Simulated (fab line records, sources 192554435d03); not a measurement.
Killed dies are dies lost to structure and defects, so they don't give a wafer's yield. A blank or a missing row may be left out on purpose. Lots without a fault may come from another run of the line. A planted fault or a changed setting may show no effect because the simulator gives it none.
Chamber matching | flow n5_finfet | N5_BEOL_M4_VIA_ETCH_34 on rie_diel-06: 4 sister chambers
The step etches the open film in C4F6/O2, target depth 69.4 nm, time 65.9 s. 4 wafers are shown with their chamber, then 9 later ones without.

WAFERS WITH THEIR CHAMBER
wafer  | chamber | drypump_motor_current_A (A)
L080.2 | 1       | 5.61
L085.6 | 2       | 5.75
L087.2 | 3       | 5.29
L087.6 | 0       | 5.58

WAFERS WITHOUT THEIR CHAMBER
wafer  | drypump_motor_current_A (A)
L091.3 | 5.28
L091.4 | 5.59
L091.6 | 5.74
L092.4 | 5.76
L092.5 | 5.63
L092.6 | 5.76
L095.1 | 5.28
L095.4 | 5.60
L095.5 | 5.61

WHICH CHAMBER EACH WENT THROUGH
wafer  | from the rows above     | in truth
L091.3 | 3                       | 3
L091.4 | can't be placed: 0 or 1 | 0
L091.6 | 2                       | 2
L092.4 | 2                       | 2
L092.5 | 1                       | 1
L092.6 | 2                       | 2
L095.1 | 3                       | 3
L095.4 | can't be placed: 1 or 0 | 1
L095.5 | 1                       | 1
Placed correctly: 7 of 9. Can't be placed from these rows: 2 (the true chamber is among the candidates in 2). Placed wrongly: 0.
How it was worked out, from the rows above alone: a wafer's distance from a chamber is the root of the sum, over the readings, of the square of ((its reading less the chamber's mean) divided by the reading's scatter). The wafer belongs to the nearest chamber; if the next one is less than 2 further off, it can't be placed. A chamber's mean is the mean of its shown wafers. The scatter: with one shown wafer a chamber, the root of the mean of the squares of how far each hidden wafer lies from its nearest shown one.
